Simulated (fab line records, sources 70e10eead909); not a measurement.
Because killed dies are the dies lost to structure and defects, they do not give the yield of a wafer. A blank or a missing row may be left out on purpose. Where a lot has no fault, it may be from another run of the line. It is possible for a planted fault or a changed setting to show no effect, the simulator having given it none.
fab line records	flow nand_harc
record lots=13	wafers=38	last_day=33
route steps=1302 shown A_BONDPAD@1215 HYBRID_BOND@1237 END@1302
lots that met no fault: taken from a fault-free run of the same line
start_h: hours from the record's first day to the start of the lot's first wafer shown	wait_h: time in hours since the lot's previous step	" identical to the entry in the row above	L1.1+2: a single row standing in for several wafers	- no value, or no start was given	* or withheld: withheld	< > ~ a bound
route shown NAME@n: a module of which the file shows steps, and the number in the route of the first	usual: mean/standard deviation taken from wafers without a fault	same: alike in all rows	chamber/n: place in a boat	sites: readings site by site	_std_site: standard deviation across them	_edge_site: inner sites' mean taken away from outer sites' mean	radius_mm: how far each site lies from the wafer's centre	mask NAME#n: copy n	behind: the last tool/chamber to shape the wafer	hold: cause of the lot's hold/its duration in hours/its outcome	device: which transistor (n, p or np) failed to switch	end of line: at the end of the route, the tests of the same wafers	where a step has no rows: the recipe by itself	killed: dies that structure and defects cost at the first sort, which is not the same as the wafer's yield	map: the dies of a wafer, with x for killed, . for not killed, _ for no die there
set.NAME: the setting that was run; set.NAME@STEP: the one run at that earlier step	model.NAME: the simulator's own value behind a step, which no gauge read
route steps across a sampled set of lots; one table per step, one row per wafer
services: the hour from which a tool's chamber was out of use, counted from the record's first day as start_h (under 0 if before that day), plus the number of hours and why
## steps
# step NHARC_A_BONDPAD_CD_MEAS_09
# recipe target_cd_nm=500	landing_energy_ev=500
# usual cd_nm=500.3/1.3
lot.wafer	tool	chamber	start_h	wait_h	cd_nm
L207.2	cd_sem-01	0	550.42	-	500.9
L207.3	"	0	"	"	499.3
L207.6	"	0	"	"	500.4
L209.2	cd_sem-01	0	557.28	-	498.1
L209.4	"	0	"	"	498.3
L209.6	"	0	"	"	501.0
L211.2	cd_sem-03	0	578.22	-	501.4
L211.5	"	0	"	"	500.9
L211.6	"	0	"	"	500.6
L212.3	cd_sem-01	0	579.89	-	501.6
L212.5	"	0	"	"	500.5
L212.6	"	0	"	"	501.8
L213.1	cd_sem-01	0	588.79	-	498.4
L213.2	"	0	"	"	502.0
L213.4	"	0	"	"	500.7
L214.2	cd_sem-03	0	608.20	-	500.7
L214.3	"	0	"	"	501.4
L214.5	"	0	"	"	502.3
L215.2	cd_sem-01	0	614.28	-	502.2
L215.4	"	0	"	"	500.5
L215.6	"	0	"	"	500.6
L216.1	cd_sem-02	0	619.27	-	502.3
L216.2	"	0	"	"	502.0
L216.6	"	0	"	"	502.6
L219.2	cd_sem-01	0	626.29	-	499.6
L219.5	"	0	"	"	500.2
L219.6	"	0	"	"	502.0
L221.1	cd_sem-01	0	668.19	-	499.8
L221.4	"	0	"	"	498.4
L222.1	cd_sem-03	0	669.58	-	500.1
L222.2	"	0	"	"	499.0
L222.5	"	0	"	"	500.2
L229.2	cd_sem-01	0	752.48	-	502.2
L229.3	"	0	"	"	501.5
L229.4	"	0	"	"	501.5
L230.1	cd_sem-02	0	753.96	-	501.4
L230.3	"	0	"	"	501.3
L230.6	"	0	"	"	501.1
# step NHARC_A_BONDPAD_CMP_19
# recipe t_overpolish_s=30	cu_recess_touch_s=16	target_thk_nm=169.82
# usual motor_current_A=11.6/1.2	overpolish_run_s=30.000/0.0097	retaining_ring_pressure_frac=1.000/0.0048
lot.wafer	tool	chamber	start_h	wait_h	motor_current_A	overpolish_run_s	retaining_ring_pressure_frac
L207.2	cmp-02	2	552.68	-	11.5	30.014	1.001
L207.3	"	0	"	"	11.7	30.001	1.007
L207.6	"	1	"	"	10.7	29.997	0.995
L209.4	cmp-01	0	559.51	-	14.5	30.010	1.007
L209.2	"	3	"	"	11.8	30.002	0.997
L209.6	"	0	"	"	14.3	30.000	1.008
L211.2	cmp-02	3	580.74	-	13.2	29.991	0.994
L211.6	"	2	"	"	11.4	30.022	1.000
L211.5	"	3	"	"	11.7	29.996	0.994
L212.3	cmp-04	1	582.21	-	10.7	29.998	0.998
L212.6	"	2	"	"	10.2	30.010	1.001
L212.5	"	3	"	"	12.0	29.992	1.004
L213.4	cmp-02	3	591.17	-	11.9	30.002	1.001
L213.1	"	0	"	"	11.6	30.002	0.995
L213.2	"	1	"	"	11.5	30.001	0.999
L214.2	cmp-04	1	610.44	-	11.0	30.014	1.000
L214.3	"	0	"	"	10.0	29.989	1.004
L214.5	"	1	"	"	11.2	30.000	1.009
L215.4	cmp-02	0	616.53	-	11.7	30.000	1.000
L215.2	"	3	"	"	13.2	29.990	0.998
L215.6	"	0	"	"	11.3	29.992	0.995
L216.2	cmp-02	2	621.52	-	11.5	30.008	1.004
L216.1	"	0	"	"	12.2	29.998	0.999
L216.6	"	2	"	"	11.4	30.014	1.000
L219.2	cmp-04	0	628.59	-	10.7	30.012	1.000
L219.6	"	2	"	"	10.0	30.007	1.002
L219.5	"	3	"	"	11.8	29.996	0.996
L221.1	cmp-01	0	670.43	-	14.8	29.985	1.005
L221.4	"	3	"	"	11.5	29.970	0.995
L222.2	cmp-02	2	671.85	-	11.4	29.993	1.000
L222.1	"	3	"	"	12.8	30.011	0.997
L222.5	"	1	"	"	10.8	30.007	1.008
L229.2	cmp-01	2	754.74	-	12.7	30.010	1.004
L229.3	"	3	"	"	11.6	29.994	0.998
L229.4	"	0	"	"	14.9	30.004	0.995
L230.1	cmp-04	0	756.23	-	10.3	30.010	0.992
L230.3	"	3	"	"	12.9	30.011	0.999
L230.6	"	0	"	"	10.5	30.011	0.990
# step NHARC_A_BONDPAD_INSPECT_23
# usual raw_defect_count=548/140
lot.wafer	tool	chamber	start_h	wait_h	raw_defect_count
L207.2	defect_inspect-01	-	553.17	0.0	390
L207.3	"	-	"	"	363
L207.6	"	-	"	"	349
L209.2	defect_inspect-01	-	560.04	0.0	618
L209.4	"	-	"	"	601
L209.6	"	-	"	"	519
L211.2	defect_inspect-01	-	581.26	0.0	507
L211.5	"	-	"	"	474
L211.6	"	-	"	"	616
L212.3	defect_inspect-01	-	582.68	0.0	486
L212.5	"	-	"	"	504
L212.6	"	-	"	"	639
L213.1	defect_inspect-01	-	591.72	0.0	597
L213.2	"	-	"	"	665
L213.4	"	-	"	"	892
L214.2	defect_inspect-01	-	610.98	0.0	470
L214.3	"	-	"	"	700
L214.5	"	-	"	"	602
L215.2	defect_inspect-01	-	617.08	0.0	1119
L215.4	"	-	"	"	1102
L215.6	"	-	"	"	653
L216.1	defect_inspect-02	-	622.06	0.0	566
L216.2	"	-	"	"	407
L216.6	"	-	"	"	506
L219.2	defect_inspect-02	-	629.08	0.0	668
L219.5	"	-	"	"	551
L219.6	"	-	"	"	461
L221.1	defect_inspect-02	-	670.96	0.0	615
L221.4	"	-	"	"	720
L222.1	defect_inspect-01	-	672.36	0.0	494
L222.2	"	-	"	"	315
L222.5	"	-	"	"	383
L229.2	defect_inspect-01	-	755.23	0.0	434
L229.3	"	-	"	"	454
L229.4	"	-	"	"	559
L230.1	defect_inspect-01	-	756.76	0.0	401
L230.3	"	-	"	"	504
L230.6	"	-	"	"	377
# step NHARC_HYBRID_BOND_ACTIVATE_00
# recipe time_s=60	n2_flow_sccm=200	ar_flow_sccm=0	bias_power_w=0	chemistry=N2
# usual drypump_motor_current_A=5.7/0.55	oes_product_au=1.000/0.0068	rf_vpp_V=64.2/0.9	run_length_s=81.3/0.33	showerhead_plenum_p_Torr=1.76/0.083
lot.wafer	tool	chamber	start_h	wait_h	drypump_motor_current_A	oes_product_au	rf_hours_counter_h	rf_vpp_V	run_length_s	showerhead_plenum_p_Torr
L207.2	rie_diel-13	3	553.28	0.1	5.8	0.992	9	64.0	80.9	1.67
L207.3	"	0	"	"	6.4	0.988	9	63.6	81.9	1.74
L207.6	"	3	"	"	5.8	0.997	-	64.6	81.0	1.67
L209.4	rie_diel-01	2	560.13	0.1	6.0	0.998	61	64.2	81.2	1.77
L209.2	"	3	"	"	5.7	1.005	56	64.9	80.7	1.67
L209.6	"	0	"	"	5.6	1.002	-	64.9	81.2	1.71
L211.2	rie_diel-01	0	581.35	0.1	5.6	0.999	4	62.8	81.4	1.71
L211.6	"	2	"	"	6.0	1.001	-	65.6	80.5	1.77
L211.5	"	3	"	"	5.8	0.995	-	63.8	80.8	1.67
L212.3	rie_diel-09	3	582.77	0.1	5.2	0.989	8	63.4	81.5	1.89
L212.6	"	0	"	"	5.0	0.998	-	63.7	80.9	1.75
L212.5	"	1	"	"	6.6	1.013	-	61.9	81.4	1.65
L213.2	rie_diel-09	2	591.78	0.1	6.1	0.994	8	64.7	81.2	1.75
L213.4	"	0	"	"	5.0	1.001	8	63.8	81.7	1.75
L213.1	"	1	"	"	6.6	1.001	6	61.8	81.8	1.64
L214.3	rie_diel-09	2	611.06	0.1	6.1	0.999	10	64.0	81.5	1.75
L214.2	"	3	"	"	5.2	0.998	10	63.7	81.3	1.89
L214.5	"	2	"	"	6.1	1.009	-	63.5	81.8	1.75
L215.4	rie_diel-09	0	617.14	0.1	5.0	1.009	10	64.1	81.3	1.75
L215.2	"	2	"	"	6.1	0.999	10	64.4	81.9	1.75
L215.6	"	0	"	"	5.0	1.000	-	65.1	81.6	1.75
L216.1	rie_diel-09	3	622.41	0.3	5.2	0.999	11	65.2	81.2	1.89
L216.2	"	0	"	"	5.0	1.001	11	65.3	81.4	1.75
L216.6	"	3	"	"	5.2	0.994	-	64.9	81.3	1.89
L219.2	rie_diel-13	0	629.14	0.1	6.4	0.996	37	63.5	81.3	1.73
L219.5	"	0	"	"	6.4	1.007	-	64.2	81.3	1.73
L219.6	"	1	"	"	5.3	0.992	-	63.7	80.9	1.80
L221.1	rie_diel-09	3	671.03	0.1	5.2	0.993	17	64.5	81.2	1.89
L221.4	"	0	"	"	5.0	1.005	16	63.2	79.1	1.75
L222.2	rie_diel-09	0	672.45	0.1	5.0	1.001	16	64.7	81.0	1.75
L222.1	"	1	"	"	6.6	0.999	14	63.5	82.2	1.64
L222.5	"	3	"	"	5.3	0.990	-	64.7	79.2	1.89
L229.2	rie_diel-13	0	755.29	0.1	6.4	0.998	17	65.0	81.4	1.72
L229.3	"	2	"	"	6.0	0.998	18	65.0	81.2	1.84
L229.4	"	3	"	"	5.9	0.994	16	63.0	80.8	1.65
L230.3	rie_diel-13	1	756.88	0.1	5.3	0.999	20	65.2	80.9	1.78
L230.1	"	2	"	"	6.0	0.998	18	64.3	80.9	1.84
L230.6	"	2	"	"	6.0	0.987	-	64.5	81.4	1.84
# step NHARC_END_SORT_01
# recipe temp_c=25
# usual defect_limited_yield=90/3.3	killed_at_array=61/22	killed_at_other=0.8/1	killed_at_periphery=3.8/2.3	killed_dies=66/22	killed_open=3.2/1.9	killed_short=2.8/1.8
# same gross_dies=677
lot.wafer	tool	chamber	start_h	wait_h	defect_limited_yield[%]	killed_at_array	killed_at_other	killed_at_periphery	killed_dies	killed_open	killed_short
L212.3	prober-01	0	610.11	3.1	93	49	1	0	50	3	1
L212.5	prober-01	0	611.69	3.7	94	40	0	4	44	2	4
L212.6	prober-01	0	612.48	4.0	93	47	0	2	49	2	2
L215.2	prober-01	0	645.05	2.8	87	83	1	2	86	0	0
L215.4	prober-01	0	646.67	3.4	81	120	1	7	128	3	3
L215.6	prober-01	0	648.29	4.0	86	94	0	4	98	0	2
L216.1	prober-02	0	650.24	2.5	91	56	0	2	58	4	1
L216.2	prober-02	0	651.04	2.8	90	62	0	6	68	3	7
L216.6	prober-02	0	654.24	4.0	95	29	0	3	32	2	3
# killed by level:class
L212.3 A_CHANNEL_HOLE_D2:chamber_film_flake=31 A_CHANNEL_HOLE_D1:chamber_film_flake=4 A_DECK1_JOINT:chamber_film_flake=4 A_CONTACT:chamber_film_flake=3 A_M0:geometric_particle:open=2 A_STAIRCASE:chamber_film_flake=2 A_CHANNEL_HOLE_D1:geometric_particle:short=1 A_ONON_D2:geometric_particle:open=1
L212.5 A_CHANNEL_HOLE_D2:chamber_film_flake=27 A_CONTACT:chamber_film_flake=5 A_CHANNEL_FILL_D1:geometric_particle:short=2 P_M1:chamber_film_flake=2 A_CHANNEL_HOLE_D2:geometric_particle:short=1 A_WL_FILL:geometric_particle:short=1 A_BLC:geometric_particle:open=1 A_M0:geometric_particle:open=1
L212.6 A_CHANNEL_HOLE_D2:chamber_film_flake=30 A_CONTACT:chamber_film_flake=5 A_CHANNEL_HOLE_D1:chamber_film_flake=4 A_DECK1_JOINT:chamber_film_flake=3 A_ONON_D2:geometric_particle:open=1 A_WL_FILL:geometric_particle:short=1 A_BLC:geometric_particle:short=1 A_M0:geometric_particle:open=1
L215.2 A_CHANNEL_HOLE_D1:chamber_film_flake=37 A_CHANNEL_HOLE_D2:chamber_film_flake=19 A_SLIT:chamber_film_flake=18 A_STAIRCASE:chamber_film_flake=3 A_CHANNEL_FILL_D2:chamber_film_flake=2 A_CONTACT:chamber_film_flake=2 P_ZERO_WELL:chamber_film_flake=1 P_GATE:chamber_film_flake=1
L215.4 A_CHANNEL_HOLE_D2:chamber_film_flake=40 A_SLIT:chamber_film_flake=39 A_CHANNEL_HOLE_D1:chamber_film_flake=32 P_ZERO_WELL:chamber_film_flake=4 P_GATE:geometric_particle:short=1 A_ONON_D1:geometric_particle:short=1 A_CHANNEL_HOLE_D2:geometric_particle:short=1 A_CHANNEL_HOLE_D2:geometric_particle:open=1
L215.6 A_SLIT:chamber_film_flake=33 A_CHANNEL_HOLE_D2:chamber_film_flake=28 A_CHANNEL_HOLE_D1:chamber_film_flake=24 P_GATE:chamber_film_flake=2 P_M0:chamber_film_flake=2 A_DECK1_JOINT:chamber_film_flake=2 A_CONTACT:chamber_film_flake=2 A_BONDPAD:chamber_film_flake=2
L216.1 A_SLIT:chamber_film_flake=31 A_CHANNEL_HOLE_D2:chamber_film_flake=13 A_STAIRCASE:chamber_film_flake=4 A_WL_FILL:chamber_film_flake=2 P_M0:geometric_particle:open=1 A_CHANNEL_HOLE_D1:geometric_particle:short=1 A_SGD_CUT:geometric_particle:open=1 A_WL_FILL:geometric_particle:open=1
L216.2 A_SLIT:chamber_film_flake=36 A_CHANNEL_HOLE_D2:chamber_film_flake=11 A_CHANNEL_HOLE_D1:chamber_film_flake=3 A_CONTACT:chamber_film_flake=3 P_M0:geometric_particle:open=2 A_WL_FILL:geometric_particle:short=2 A_M0:geometric_particle:short=2 P_CONTACT:geometric_particle:open=1
L216.6 A_SLIT:chamber_film_flake=17 A_CHANNEL_HOLE_D2:chamber_film_flake=6 P_CONTACT:geometric_particle:open=1 A_CHANNEL_FILL_D1:geometric_particle:short=1 A_DECK1_JOINT:geometric_particle:short=1 A_WL_FILL:geometric_particle:short=1 A_M1:geometric_particle:open=1 P_STI:chamber_film_flake=1
## services
tool	chamber	start_h	hours	kind
cmp-01	-	535.20	0.3	repair
cmp-02	-	536.76	2.6	repair
rie_diel-09	-	548.46	1.5	repair
rie_diel-09	2	555.63	2.9	repair
rie_diel-09	1	557.94	14.2	repair
cmp-01	-	575.97	1.0	repair
cmp-02	-	595.13	6.1	repair
cmp-04	-	601.01	4.0	pm
cmp-04	-	609.01	0.3	repair
rie_diel-09	-	615.18	1.3	repair
cmp-02	-	626.20	4.0	pm
rie_diel-13	2	631.53	1.6	repair
cmp-02	-	642.66	2.8	repair
cmp-04	-	659.30	0.9	repair
cmp-02	-	666.00	2.1	repair
cmp-02	-	668.28	1.1	repair
rie_diel-09	-	674.35	9.0	pm
rie_diel-13	-	698.48	9.0	pm
cmp-04	-	699.01	4.0	pm
rie_diel-09	1	702.22	16.5	repair
cmp-02	-	724.20	4.0	pm
rie_diel-13	2	725.14	5.6	repair
cmp-02	-	729.55	3.1	repair
cmp-02	-	734.65	1.0	repair
## key
first_sign step=NHARC_HYBRID_BOND_ACTIVATE_00	reading=run_length_s	direction=down	sigmas=6.6	usual=*	struck=*
effect none on later readings
met_at NHARC_HYBRID_BOND_ACTIVATE_00
struck_lots L221,L222
struck_wafers L221.4,L222.5
sort_left_out L221.4
not_acting_at NHARC_A_BONDPAD_CD_MEAS_09,NHARC_A_BONDPAD_CMP_19,NHARC_A_BONDPAD_INSPECT_23
onset_between 622.41 671.03
fault kind=process_parameter_drift	tool=rie_diel-09	chamber=-	onset_h=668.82	steps=NHARC_HYBRID_BOND_ACTIVATE_00	channel=time_s	offset=*	shape=step	end_h=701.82	scope=struck_wafers_only	acts_in=*	stated=*
# sort_left_out: the simulated sort isn't trusted on such a fault, so these wafers' sort isn't shown, and their yield isn't known
